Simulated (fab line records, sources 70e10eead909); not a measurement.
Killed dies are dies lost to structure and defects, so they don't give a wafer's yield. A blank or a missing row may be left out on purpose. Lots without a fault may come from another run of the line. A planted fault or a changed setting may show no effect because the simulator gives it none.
Which tool did it? | flow nand_harc | 12 lots, 36 wafers sampled, at 5 steps of a route of 1302

WHAT THE GAUGES READ, wafer by wafer
NHARC_A_BONDPAD_OVL_MEAS_35. Usual: overlay_x_nm 0 nm, standard deviation 5.9; overlay_y_nm -1 nm, standard deviation 5.9.
lot  | measured     | on         | overlay_x_nm (nm) | overlay_y_nm (nm) | flag
L580 | day 22 18:04 | overlay-02 | -6 -6 -6          | -4 -4 -5          |
L581 | day 23 09:12 | overlay-02 | 15 14 14          | 7 7 7             |
L582 | day 24 05:59 | overlay-01 | 5 5 5             | -15 -15 -14       |
L583 | day 24 10:28 | overlay-01 | -1 -1 -1          | -1 -2 -2          |
L584 | day 24 12:25 | overlay-01 | 6 7 7             | 3 3 3             |
L586 | day 25 21:20 | overlay-01 | 1 0 0             | 3 3 2             |
L587 | day 26 00:59 | overlay-02 | -1 -1 -1          | 2 1 2             |
L589 | day 26 20:31 | overlay-02 | -4 -4 -4          | 4 4 4             |
L591 | day 27 10:22 | overlay-01 | -8 -7 -7          | -4 -4 -4          |
L596 | day 29 04:34 | overlay-01 | 4 3 3             | 7 6 6             |
L599 | day 31 10:41 | overlay-02 | -2 -2 -2          | -1 -1 0           |
L603 | day 33 12:55 | overlay-02 | -4 -4 -5          | -3 -3 -3          |

NHARC_END_SORT_01. Usual: defect_limited_yield 90.6 %, standard deviation 2.9; killed_at_array 59, standard deviation 20; killed_at_other 0.8, standard deviation 1.2; killed_at_periphery 3.5, standard deviation 2.2; killed_dies 63, standard deviation 20; killed_open 3.3, standard deviation 1.8; killed_short 2.6, standard deviation 1.7.
lot  | measured     | on        | defect_limited_yield (%) | killed_at_array | killed_at_other | killed_at_periphery | killed_dies | killed_open | killed_short | flag
L580 | day 24 00:41 | prober-01 | 94.1 93.8 93.8           | 40 40 36        | 0 1 0           | 0 1 6               | 40 42 42    | 2 1 2       | 3 0 2        |
L581 | day 24 16:27 | prober-01 | 92.3 92.3 91.3           | 50 50 53        | 0 0 0           | 2 2 6               | 52 52 59    | 3 1 3       | 4 0 1        |
L582 | day 25 11:53 | prober-02 | 89.8 87.0 87.4           | 65 85 80        | 0 0 1           | 4 3 4               | 69 88 85    | 1 3 8       | 1 7 3        |
L583 | day 25 16:22 | prober-01 | 89.2 89.5 88.3           | 71 68 79        | 0 0 0           | 2 3 0               | 73 71 79    | 0 5 2       | 1 2 1        |
L584 | day 25 20:32 | prober-02 | 92.9 93.6 93.6           | 39 37 38        | 5 2 3           | 4 4 2               | 48 43 43    | 5 2 2       | 4 2 4        |
L586 | day 27 04:40 | prober-01 | 86.3 88.3 86.6           | 87 74 84        | 4 2 3           | 2 3 4               | 93 79 91    | 1 2 6       | 4 5 3        |
L587 | day 27 13:14 | prober-02 | 89.8 87.0 89.2           | 68 85 72        | 0 1 0           | 1 2 1               | 69 88 73    | 2 4 3       | 0 2 1        |
L589 | day 28 03:18 | prober-02 | 85.5 87.1 84.5           | 96 81 99        | 1 3 3           | 1 3 3               | 98 87 105   | 3 3 2       | 1 2 3        |
L591 | day 28 16:50 | prober-01 | 91.4 93.4 91.7           | 51 40 52        | 0 1 0           | 7 4 4               | 58 45 56    | 3 0 1       | 1 1 1        |
L596 | day 30 13:58 | prober-02 | 87.3 88.0 88.3           | 83 70 73        | 0 1 0           | 3 10 6              | 86 81 79    | 6 4 5       | 4 6 2        |
L599 | day 33 03:20 | prober-01 | 87.7 89.7 78.9           | 76 60 60        | 2 3 2           | 5 7 81              | 83 70 143   | 7 2 2       | 3 3 2        | OFF
L603 | day 35 00:32 | prober-01 | 90.8 89.8 90.3           | 61 68 66        | 0 0 0           | 1 1 0               | 62 69 66    | 0 3 4       | 3 0 1        |

WHICH TOOL RAN EACH LOT (tool, then ch and the chambers of the sampled wafers, then the start)
lot  | NHARC_P_BONDPAD_PRE_CLEAN_26 | NHARC_A_BONDPAD_STRIP_15           | NHARC_THIN_TSV_GRIND_00
L580 | pvd_sputter-01, day 6 11:51  | rie_diel-09 ch 0,3, day 22 18:36   | grinder-01 ch 0, day 23 07:02
L581 | pvd_sputter-01, day 6 23:52  | rie_diel-10 ch 0,1,2, day 23 09:46 | grinder-01 ch 0, day 23 21:51
L582 | pvd_sputter-01, day 7 21:29  | rie_diel-12 ch 0,1,2, day 24 06:34 | grinder-01 ch 0, day 24 18:26
L583 | pvd_sputter-02, day 8 02:38  | rie_diel-12 ch 0,1,3, day 24 10:59 | grinder-01 ch 0, day 24 22:36
L584 | pvd_sputter-02, day 8 06:23  | rie_diel-12 ch 1,2,3, day 24 12:55 | grinder-01 ch 0, day 25 00:00
L586 | pvd_sputter-01, day 9 08:50  | rie_diel-12 ch 0,3, day 25 21:52   | grinder-01 ch 0, day 26 10:03
L587 | pvd_sputter-03, day 9 10:56  | rie_diel-12 ch 0,1,2, day 26 01:37 | grinder-01 ch 0, day 26 14:19
L589 | pvd_sputter-03, day 10 05:13 | rie_diel-10 ch 1,2, day 26 21:02   | grinder-01 ch 0, day 27 09:10
L591 | pvd_sputter-02, day 11 10:25 | rie_diel-12 ch 0,1,2, day 27 10:54 | grinder-01 ch 0, day 27 22:41
L596 | pvd_sputter-01, day 13 08:02 | rie_diel-10 ch 0,2,3, day 29 05:05 | grinder-01 ch 0, day 29 19:46
L599 | pvd_sputter-01, day 14 19:32 | rie_diel-09 ch 2,3, day 31 11:13   | grinder-01 ch 0, day 32 00:36
L603 | pvd_sputter-03, day 16 03:58 | rie_diel-12 ch 1,2, day 33 13:26   | grinder-01 ch 0, day 34 03:44
- NHARC_P_BONDPAD_PRE_CLEAN_26: time 30 s.
- NHARC_A_BONDPAD_STRIP_15: strips in O2.
- NHARC_THIN_TSV_GRIND_00

WHAT THE TOOLS THEMSELVES READ (means of the sampled wafers that have a number; where no wafer has one, the mark that the record gives instead)
NHARC_P_BONDPAD_PRE_CLEAN_26. Usual: heater_power_w 421 W, standard deviation 45.
lot  | tool           | heater_power_w (W) | flag
L580 | pvd_sputter-01 | 389                |
L581 | pvd_sputter-01 | 402                |
L582 | pvd_sputter-01 | 400                |
L583 | pvd_sputter-02 | 484                |
L584 | pvd_sputter-02 | 409                |
L586 | pvd_sputter-01 | 414                |
L587 | pvd_sputter-03 | 418                |
L589 | pvd_sputter-03 | 424                |
L591 | pvd_sputter-02 | 466                |
L596 | pvd_sputter-01 | 425                |
L599 | pvd_sputter-01 | 424                |
L603 | pvd_sputter-03 | 437                |

NHARC_A_BONDPAD_STRIP_15. Usual: drypump_motor_current_A 5.9 A, standard deviation 0.65; oes_product_au 1.000 a.u., standard deviation 0.011; rf_vpp_V 57.7 V, standard deviation 0.83; showerhead_plenum_p_Torr 3.46 Torr, standard deviation 0.1; throttle_valve_pct 17.036 %, standard deviation 0.0082.
lot  | tool        | drypump_motor_current_A (A) | oes_product_au (a.u.) | rf_vpp_V (V) | showerhead_plenum_p_Torr (Torr) | throttle_valve_pct (%) | flag
L580 | rie_diel-09 | 6.3                         | 1.008                 | 57.2         | 3.43                            | 17.039                 |
L581 | rie_diel-10 | 5.4                         | 0.987                 | 57.8         | 3.50                            | 17.038                 |
L582 | rie_diel-12 | 6.3                         | 1.010                 | 56.8         | 3.46                            | 17.028                 |
L583 | rie_diel-12 | 6.4                         | 1.005                 | 57.6         | 3.40                            | 17.034                 |
L584 | rie_diel-12 | 6.0                         | 1.014                 | 57.1         | 3.43                            | 17.035                 |
L586 | rie_diel-12 | 6.3                         | 1.005                 | 57.7         | 3.44                            | 17.030                 |
L587 | rie_diel-12 | 6.3                         | 0.997                 | 57.4         | 3.46                            | 17.035                 |
L589 | rie_diel-10 | 5.1                         | 0.983                 | 57.7         | 3.41                            | 17.037                 |
L591 | rie_diel-12 | 6.3                         | 0.995                 | 57.4         | 3.45                            | 17.031                 |
L596 | rie_diel-10 | 5.3                         | 1.003                 | 56.2         | 3.54                            | 17.037                 |
L599 | rie_diel-09 | 6.1                         | 1.010                 | 57.6         | 3.51                            | 17.042                 |
L603 | rie_diel-12 | 6.0                         | 0.983                 | 57.6         | 3.47                            | 17.038                 |

NHARC_THIN_TSV_GRIND_00. Usual: motor_current_A 12.002 A, standard deviation 0.021; slurry_flow_ml_min 149.9, standard deviation 0.51.
lot  | tool       | motor_current_A (A) | slurry_flow_ml_min | flag
L580 | grinder-01 | 12.006              | 149.7              |
L581 | grinder-01 | 12.000              | 150.5              |
L582 | grinder-01 | 12.003              | 150.7              |
L583 | grinder-01 | 12.011              | 150.2              |
L584 | grinder-01 | 11.994              | 150.4              |
L586 | grinder-01 | 12.007              | 149.9              |
L587 | grinder-01 | 12.040              | 150.2              |
L589 | grinder-01 | 12.015              | 150.4              |
L591 | grinder-01 | 11.996              | 150.0              |
L596 | grinder-01 | 12.022              | 150.1              |
L599 | grinder-01 | 12.008              | 150.2              |
L603 | grinder-01 | 11.986              | 149.1              |

THE ANSWER, worked out from the rows above alone
Rule: a lot is off if the mean of its wafers that have a number lies more than 3 standard deviations from the usual mean. A lot without any number at a reading at which 4 lots or more have one is off too. The other lots that the step has rows for count as sound. The gauges are gone through in route order, then the tools' own readings, and for those a lot's mean is taken as printed above. The first step at which some lot is off is used, and at that step the reading that is off furthest; a lot without a number counts as furthest.
Off: L599, at NHARC_END_SORT_01 (killed_at_periphery).
A tool fits if, at a process step before that reading, it ran every lot that is off, and no sound lot after the first of them. The gauges at NHARC_END_SORT_01 are tried like those tools. Can't be told from this: 2 tools fit, pvd_sputter-01 at NHARC_P_BONDPAD_PRE_CLEAN_26, rie_diel-09 at NHARC_A_BONDPAD_STRIP_15.

WHAT THE SIMULATOR HAD PUT IN
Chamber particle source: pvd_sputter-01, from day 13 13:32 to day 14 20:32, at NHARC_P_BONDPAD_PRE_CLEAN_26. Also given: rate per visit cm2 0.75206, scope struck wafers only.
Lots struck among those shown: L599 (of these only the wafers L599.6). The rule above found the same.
